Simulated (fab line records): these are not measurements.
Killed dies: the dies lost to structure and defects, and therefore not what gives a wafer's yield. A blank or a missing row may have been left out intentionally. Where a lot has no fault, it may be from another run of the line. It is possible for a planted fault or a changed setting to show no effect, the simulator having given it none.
A single fault, viewed from 3 desks :: flow nand harc :: every desk sees just its own numbers, and what lay behind them comes last

## THE DEFECT DESK
What the inspections along the route counted, lot by lot: means of the sampled wafers that have a number. Marked OUT: a lot whose mean sits more than 4 standard deviations from the usual mean, which makes it out of limits; the brackets give that distance.
Columns: A = raw defect count at NHARC_A_BLC_INSPECT_12, usual 78
lot: L300
first seen here: day 22 16:22
A: 58

lot: L301
first seen here: day 22 21:24
A: 20

lot: L302
first seen here: day 23 00:07
A: 135

lot: L305
first seen here: day 24 03:15
A: 110

lot: L304
first seen here: day 24 07:04
A: 82

lot: L313
first seen here: day 27 23:52
A: 24

lot: L315
first seen here: day 28 09:46
A: 106

lot: L314
first seen here: day 28 13:11
A: 78

lot: L316
first seen here: day 29 09:25
A: 65

lot: L317
first seen here: day 30 01:07
A: 91

lot: L319
first seen here: day 30 02:49
A: 118

lot: L318
first seen here: day 30 04:52
A: 114

lot: L323
first seen here: day 32 03:02
A: 27

lot: L322
first seen here: day 33 03:25
A: 98
Result from this desk: across the 14 lots, nothing is out of limits.

## METROLOGY DESK
Lot by lot, what the gauges showed, no matter which tool ran the lot: averages of those sampled wafers that carry a number. Marked OUT: a lot whose mean sits more than 4 standard deviations from the usual mean, which makes it out of limits; the brackets give that distance.
Columns: A = cd nm at NHARC_A_BLC_CD_MEAS_19, usual 100.2 nm; B = cd nm at NHARC_A_M0_CD_MEAS_09, usual 79.9 nm
lot: L300
first seen here: day 22 17:23
A: 99.9
B: 79.5

lot: L301
first seen here: day 22 22:26
A: 99.3
B: 80.2

lot: L302
first seen here: day 23 01:09
A: 99.8
B: 80.1

lot: L305
first seen here: day 24 04:17
A: 100.9
B: 80.9

lot: L304
first seen here: day 24 08:05
A: 99.1
B: 79.8

lot: L313
first seen here: day 28 00:53
A: 100.1
B: 89.4 (+21) OUT

lot: L315
first seen here: day 28 10:47
A: 98.8
B: 87.4 (+16) OUT

lot: L314
first seen here: day 28 14:14
A: 100.8
B: 79.9

lot: L316
first seen here: day 29 10:26
A: 100.4
B: 80.1

lot: L317
first seen here: day 30 02:09
A: 101.7
B: 79.9

lot: L319
first seen here: day 30 03:52
A: 98.1
B: 79.6

lot: L318
first seen here: day 30 05:53
A: 99.3
B: 80.2

lot: L323
first seen here: day 32 04:04
A: 100.9
B: 80.0

lot: L322
first seen here: day 33 04:42
A: 103.5
B: 79.9
This desk finds L313, L315 out of limits, L313 being first, at day 28 03:48 (cd nm at NHARC_A_M0_CD_MEAS_09). L300, L301, L302, L305, L304, L314, L316, L317, L319, L318, L323, L322 stayed within limits.

## THE TOOL OWNER'S DESK: litho track-06
The tool's own readings at NHARC_A_M0_PEB_07 (peb time 65 s): means of the sampled wafers that have a number, for each lot that ran on this tool. Marked OUT: a lot whose mean sits more than 4 standard deviations from the usual mean, which makes it out of limits; the brackets give that distance.
Columns: A = heater power total W at NHARC_A_M0_PEB_07, usual 156.6 W; B = plate temp C at NHARC_A_M0_PEB_07, usual 99.98 C
lot: L305
first seen here: day 24 07:45
A: 156.6
B: 100.00

lot: L313
first seen here: day 28 03:43
A: 162.4 (+14) OUT
B: 102.74 (+21) OUT

lot: L315
first seen here: day 28 13:30
A: 162.1 (+13) OUT
B: 102.51 (+19) OUT

lot: L323
first seen here: day 32 06:53
A: 156.4
B: 99.98

lot: L322
first seen here: day 33 07:46
A: 156.6
B: 100.01
This desk finds L313, L315 out of limits, L313 being first, at day 28 03:43 (heater power total W at NHARC_A_M0_PEB_07). L305, L323, L322 stayed within limits.

## TAKEN TOGETHER
The tool owner's desk had the chance to raise an alarm at day 28 03:43 on L313, L315.
At day 28 03:48 the metrology desk could have sounded an alarm, on L313, L315.
Nothing out of limits was seen by the defect desk.
The defect desk has L313, L315 on record, within its limits.
On litho track-06, each named lot ran NHARC_A_M0_PEB_07.

## WHAT HAD BEEN PUT IN BY THE SIMULATOR
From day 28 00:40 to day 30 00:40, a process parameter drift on litho track-06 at NHARC_A_M0_PEB_07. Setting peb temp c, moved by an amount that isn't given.
Shown lots that were struck: L313, L315.
Fault start to first reading out of limits, in hours, per desk: tool owner, 3; metrology, 3.
